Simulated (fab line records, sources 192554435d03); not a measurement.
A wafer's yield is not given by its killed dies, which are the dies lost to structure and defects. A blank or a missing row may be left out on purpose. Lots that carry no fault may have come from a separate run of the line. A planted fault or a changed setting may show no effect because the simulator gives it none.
Matching of chambers || flow n5-finfet || N5_BEOL_M12_VIA_ETCH_16 on rie-diel-02: 3 sister chambers
The step etches SiOC in C4F8/O2/Ar, target depth 724.8 nm. 3 wafers are shown with their chamber, then 7 later ones without.

WAFERS, EACH WITH ITS CHAMBER
{"wafer": "L089.6", "chamber": 3, "showerhead-plenum-p-Torr (Torr)": 3.52}
{"wafer": "L093.1", "chamber": 2, "showerhead-plenum-p-Torr (Torr)": 3.31}
{"wafer": "L095.1", "chamber": 1, "showerhead-plenum-p-Torr (Torr)": 3.32}

WAFERS WHOSE CHAMBER IS MISSING
{"wafer": "L095.2", "showerhead-plenum-p-Torr (Torr)": 3.31}
{"wafer": "L096.1", "showerhead-plenum-p-Torr (Torr)": 3.31}
{"wafer": "L096.5", "showerhead-plenum-p-Torr (Torr)": 3.32}
{"wafer": "L096.6", "showerhead-plenum-p-Torr (Torr)": 3.30}
{"wafer": "L097.2", "showerhead-plenum-p-Torr (Torr)": 3.51}
{"wafer": "L097.5", "showerhead-plenum-p-Torr (Torr)": 3.30}
{"wafer": "L097.6", "showerhead-plenum-p-Torr (Torr)": 3.51}

THE CHAMBER EACH PASSED THROUGH
{"wafer": "L095.2", "from the rows above": "can't be placed: 2 or 1", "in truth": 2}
{"wafer": "L096.1", "from the rows above": "can't be placed: 2 or 1", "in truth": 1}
{"wafer": "L096.5", "from the rows above": "can't be placed: 1 or 2", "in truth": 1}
{"wafer": "L096.6", "from the rows above": "can't be placed: 2 or 1", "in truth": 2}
{"wafer": "L097.2", "from the rows above": 3, "in truth": 3}
{"wafer": "L097.5", "from the rows above": "can't be placed: 2 or 1", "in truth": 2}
{"wafer": "L097.6", "from the rows above": 3, "in truth": 3}
Correctly placed: 2 of 7. Unplaceable from these rows: 5, with the true chamber sitting among the candidates in 5. Number placed wrongly: 0.
How it was worked out, from the rows above alone: a wafer's distance from a chamber is the root of the sum, over the readings, of the square of ((its reading less the chamber's mean) divided by the reading's scatter). If the next closest chamber is less than 2 further off than the closest, the wafer can't be placed; otherwise it belongs to the closest. A chamber's mean is the mean of its shown wafers. The scatter (one wafer shown for each chamber): square how far every hidden wafer sits from the nearest shown wafer, average those squares and take the square root.
